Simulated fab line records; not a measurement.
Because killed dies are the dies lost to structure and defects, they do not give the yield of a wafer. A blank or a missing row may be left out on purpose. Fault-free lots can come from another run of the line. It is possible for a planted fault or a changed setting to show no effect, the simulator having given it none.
Check for tools in common	flow n5-finfet	34 wafers sampled across 12 lots

## WHY IT WAS OPENED
On 2 of the 12 lots, a flag is raised at N5_SD_EPI_P_INSPECT_26 on the reading raw-defect-count. Wafers without a fault read 189, standard deviation 36.
Rule: a lot gets a flag if all its wafers with a number sit over 4 standard deviations from that mean, or if no wafer of it has a number. All remaining lots are regarded as sound.

lot	measured	on	raw-defect-count, wafer by wafer	flag
L253	day 3 09:28	defect-inspect-01	206 212 182	
L254	day 3 15:08	defect-inspect-02	183 158 198	
L255	day 3 22:30	defect-inspect-01	178 194 225	
L256	day 4 04:35	defect-inspect-01	163 162 128	
L257	day 4 07:22	defect-inspect-01	152 164 140	
L258	day 4 15:38	defect-inspect-01	155 242 223	
L259	day 4 20:36	defect-inspect-02	574 518 472	FLAGGED
L261	day 5 13:06	defect-inspect-02	476 515 483	FLAGGED
L270	day 7 16:34	defect-inspect-01	187 165	
L271	day 7 23:55	defect-inspect-01	194 265	
L275	day 9 00:56	defect-inspect-02	186 139 185	
L276	day 9 04:56	defect-inspect-02	173 186 202	
The numbers of the flagged lots are 506 on average: +317 against the usual, or +9 standard deviations.

## WHICH TOOL RAN EACH LOT
The record holds 2 process steps before the reading, out of a route of 1938 steps. Every cell lists first the tool, next ch and the chambers used by the sampled wafers, and last the start.
lot	flag	N5_SD_EPI_P_ETCH_47	N5_SD_EPI_P_PRECLEAN_32
L253		rie-diel-05 ch 0,2,3, day 3 06:16	wet-bench-05 ch 2,3,7, day 3 09:25
L254		rie-diel-03 ch 0,3, day 3 11:56	wet-bench-04 ch 4,5,6, day 3 15:05
L255		rie-diel-03 ch 0,1, day 3 19:18	wet-bench-04 ch 0,2,7, day 3 22:27
L256		rie-diel-06 ch 0,1,2, day 4 01:22	wet-bench-01 ch 5,6,7, day 4 04:32
L257		rie-diel-06 ch 0,2, day 4 04:10	wet-bench-01 ch 0,2,3, day 4 07:19
L258		rie-diel-03 ch 1,2,3, day 4 12:26	wet-bench-04 ch 4,5,7, day 4 15:35
L259	FLAGGED	rie-diel-05 ch 0,1,3, day 4 17:23	wet-bench-01 ch 1,4,5, day 4 20:32
L261	FLAGGED	rie-diel-03 ch 1,3, day 5 09:54	wet-bench-01 ch 0,5,7, day 5 13:02
L270		rie-diel-03 ch 0,3, day 7 12:31	wet-bench-04 ch 5,7, day 7 16:31
L271		rie-diel-03 ch 0,3, day 7 19:50	wet-bench-04 ch 4,7, day 7 23:51
L275		rie-diel-03 ch 0,1,2, day 8 20:53	wet-bench-05 ch 1,2,5, day 9 00:53
L276		rie-diel-05 ch 2,3, day 9 01:11	wet-bench-04 ch 3,4,5, day 9 04:53
These steps, and what they do:
- N5_SD_EPI_P_ETCH_47: etches SiOCN in CH3F/O2, target depth 25 nm.
- N5_SD_EPI_P_PRECLEAN_32: cleans in dHF, time 10 s.
- N5_SD_EPI_P_INSPECT_26: inspects for defects (darkfield).

## FLAGGED OVER TOTAL, TOOL BY TOOL (the gauges that took the reading come last)
step	tool	lots run	flagged	share of the flagged lots	sound lots run after its first flagged lot
N5_SD_EPI_P_ETCH_47	rie-diel-03	7	1	some	3 (L270,L271,L275)
N5_SD_EPI_P_ETCH_47	rie-diel-05	3	1	some	1 (L276)
N5_SD_EPI_P_ETCH_47	rie-diel-06	2	0	none	-
N5_SD_EPI_P_PRECLEAN_32	wet-bench-01	4	2	all	0
N5_SD_EPI_P_PRECLEAN_32	wet-bench-04	6	0	none	-
N5_SD_EPI_P_PRECLEAN_32	wet-bench-05	2	0	none	-
N5_SD_EPI_P_INSPECT_26	defect-inspect-01	7	0	none	-
N5_SD_EPI_P_INSPECT_26	defect-inspect-02	5	2	all	2 (L275,L276)

## WHAT THE TABLE PERMITS
2 rows of the table ran every flagged lot: wet-bench-01 at N5_SD_EPI_P_PRECLEAN_32, defect-inspect-02 at N5_SD_EPI_P_INSPECT_26.
- wet-bench-01 at N5_SD_EPI_P_PRECLEAN_32: 2 of its 4 lots flagged. Its last sound lot is L257 (day 4 07:19), its first flagged lot L259 (day 4 20:32): a fault that began between those two fits.
- defect-inspect-02 at N5_SD_EPI_P_INSPECT_26: 2 of its 5 lots flagged. After the first flagged lot (L275, L276), sound lots still ran on it; a lasting fault on the whole tool would not permit that.
Left over: one tool, wet-bench-01 at N5_SD_EPI_P_PRECLEAN_32.

## WHAT THE SIMULATOR PUT IN
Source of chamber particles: wet-bench-01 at N5_SD_EPI_P_PRECLEAN_32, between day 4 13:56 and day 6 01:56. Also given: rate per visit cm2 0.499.
Shown lots that were struck: L259, L261. The rule above reached the same finding.
